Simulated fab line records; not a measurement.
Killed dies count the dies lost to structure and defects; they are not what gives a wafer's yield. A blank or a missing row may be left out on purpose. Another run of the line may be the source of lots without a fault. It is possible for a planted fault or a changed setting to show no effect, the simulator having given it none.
A struck lot beside a sound one :: flow n5-finfet :: 40 steps out of a route of 1938
Sound: wafers L825.2, L825.4, L825.6. Struck: wafers L829.2, L829.3, L829.4. The cause is named last.
Each step with rows lists, per side, the tool, then ch with its chambers, then its first start. Under that, the readings that differ: sound wafers :: struck wafers :: difference of the means :: sigmas: that difference in standard deviations of wafers without a fault.
alike: words and numbers the same on both sides, and readings whose means are apart by under 2 such deviations; not compared: readings that were withheld, readings missing a value for some wafer, numbers with overlapping values and no deviation given by the record, and bounds like >300 which may hide the same value.
A row with sigmas, a row that says differs or no value, or rows on one side alone: a step with any of these is where the two part. Numbers that don't overlap but have no deviation are shown without sigmas and don't part them. Lack of a reading on every wafer of one side parts them only where that side has two or more wafers.

first, 8 steps without rows for these wafers: N5_BEOL_M2_ANNEAL_51 (time 90 s); N5_BEOL_M2_CMP_52 (polishes, stops on SiOC, t overpolish 6.8 s, target thk 40 nm); N5_BEOL_M2_PRE_CLEAN_60 (time 15 s); N5_BEOL_M2_CO_CAP_55 (material Co, precursor CCTBA/H2, target thk 2 nm, time 102.1 s); N5_BEOL_M2_PRE_CLEAN_56 (time 15 s); N5_BEOL_M2_DEP_57 (deposits SiCN from 3MS/NH3, target thk 8 nm, time 14 s); N5_BEOL_M3_ILD_DEP_00 (deposits SiOC from DEMS/O2, target thk 79 nm, time 15.3 s); N5_BEOL_M3_PECVD_72 (deposits SiO2 from TEOS/O2, target thk 16 nm, time 18 s).
N5_BEOL_M3_HM_DEP_02: deposits TiN, target thk 20 nm.
  sound on pvd-sputter-01, day 9 22:10; struck on pvd-sputter-01, day 10 17:44
reading: model.TiN_of_BEOL_M3_HM_DEP_02.thk-nm (nm)
sound: 20.2 20.2 20.2
struck: 34.8 34.8 34.8
difference: +14.6
sigmas: 
  alike: throttle-valve-pct
then, 16 steps without rows for these wafers: N5_BEOL_M3_COAT_61 (time 60 s, resist thk 60 nm); N5_BEOL_M3_COAT_62 (time 60 s, resist thk 12 nm); N5_BEOL_M3_COAT_73 (time 60 s, resist thk 5 nm); N5_BEOL_M3_COAT_05 (resist thk 30 nm); N5_BEOL_M3_EBR_07; N5_BEOL_M3_SOFTBAKE_06 (time 60 s); N5_BEOL_M3_EXPOSE_08 (exposes mask M3); N5_BEOL_M3_PEB_09 (peb time 60 s); N5_BEOL_M3_DEVELOP_10 (develop time 30 s); N5_BEOL_M3_DESCUM_16 (chemistry O2, time 7 s); N5_BEOL_M3_ETCH_74 (etches underlayer in N2/H2, target depth 6.5 nm, time 5.2 s); N5_BEOL_M3_ETCH_63 (etches SiARC in CF4, target depth 15.6 nm, time 26 s); N5_BEOL_M3_ETCH_64 (etches SOC in N2/H2, target depth 75 nm, overetch 15 nm, time 112.5 s); N5_BEOL_M3_STRIP_65 (strips in N2/H2); N5_BEOL_M3_STRIP_75 (strips in N2/H2); N5_BEOL_M3_STRIP_66 (strips in CF4).
N5_BEOL_M3_HM_OPEN_17: chemistry Cl2/BCl3, target TiN, target depth 20 nm, overetch 6 nm.
  sound on rie-metal-01 ch 0,1, day 9 23:04; struck on rie-metal-02 ch 0,1, day 10 18:38
reading: drypump-motor-current-A (A)
sound: 5.6 5.5 5.4
struck: 6.2 6.2 6.2
difference: +0.7
sigmas: +2

reading: throttle-valve-pct (%)
sound: 22.01 22.01 22.19
struck: 21.86 21.58 21.86
difference: -0.30
sigmas: -3

reading: model.etch.depth-nm (nm)
sound: 20.11 20.21 20.24
struck: 26.41 26.12 26.49
difference: +6.15
sigmas: 
  alike: oes-product-au
  not compared: rf-hours-counter-h
then, 8 steps without rows for these wafers: N5_BEOL_M3_STRIP_19 (strips in O2); N5_BEOL_M3_COAT_67 (time 60 s, resist thk 60 nm); N5_BEOL_M3_COAT_68 (time 60 s, resist thk 12 nm); N5_BEOL_M3_COAT_76 (time 60 s, resist thk 5 nm); N5_BEOL_M3_COAT_22 (resist thk 30 nm); N5_BEOL_M3_EBR_24; N5_BEOL_M3_SOFTBAKE_23 (time 60 s); N5_BEOL_M3_EXPOSE_25 (exposes mask V2, defocus 5 nm).
N5_BEOL_M3_ETCHBACK_99: etches SiO2 in CHF3, target depth 5 nm, time 10.4 s.
  sound on rie-diel-04 ch 0,2,3, day 10 00:12; struck on rie-diel-03 ch 0,2,3, day 10 20:00
reading: oes-product-au (a.u.)
sound: 0.72 0.97 0.69
struck: 0.27 0.29 0.28
difference: -0.51
sigmas: -6
  alike: drypump-motor-current-A, rf-vpp-V, showerhead-plenum-p-Torr, throttle-valve-pct
  not compared: rf-hours-counter-h
N5_BEOL_M3_TRENCH_ETCH_37: etches SiOC in C4F6/O2, target depth 55.555 nm, time 29.2 s.
  sound: rie-diel-04 ch 0,2,3; struck: rie-diel-03 ch 0,2,3
reading: model.TiN_of_BEOL_M3_HM_DEP_02.thk-nm (nm)
sound: 17.8 17.8 18
struck: 32.4 32.6 32.4
difference: +14.6
sigmas: 
  alike: drypump-motor-current-A, oes-product-au, rf-vpp-V, showerhead-plenum-p-Torr, throttle-valve-pct
  not compared: rf-hours-counter-h
N5_BEOL_M3_OCD_MEAS_38:
  sound on ocd-02, day 10 00:35; struck on ocd-02, day 10 20:23
reading: trench-depth-nm (nm)
sound: 54.9 55.9 54.9
struck: - - -
difference: no value on the struck wafers
sigmas: 
N5_BEOL_M3_CD_MEAS_35: target cd 18 nm, target cd y 21 nm.
  sound on cd-sem-02, day 10 00:45; struck on cd-sem-01, day 10 20:32
reading: cd-nm (nm)
sound: 18.31 18.36 18.11
struck: - - -
difference: no value on the struck wafers
sigmas: 
N5_BEOL_M4_RC_MEAS_101:
  the record has rows for the sound wafers here (prober-02 ch 0, day 10 21:05) and none for the struck ones
-- record jumps: 5 days separate the struck wafers' starts on either side; left off in module BEOL_M4, taken up again in module PASSIVATION, whose first shown step is the route's number 1936 --
N5_PASSIVATION_PROBE_49:
  the record has rows for the struck wafers here (prober-01, day 15 20:28) and none for the sound ones

WHERE THEY PART
Last at N5_PASSIVATION_PROBE_49 as far as this record goes, first at N5_BEOL_M3_HM_OPEN_17.

WHY: whatever the simulator had introduced
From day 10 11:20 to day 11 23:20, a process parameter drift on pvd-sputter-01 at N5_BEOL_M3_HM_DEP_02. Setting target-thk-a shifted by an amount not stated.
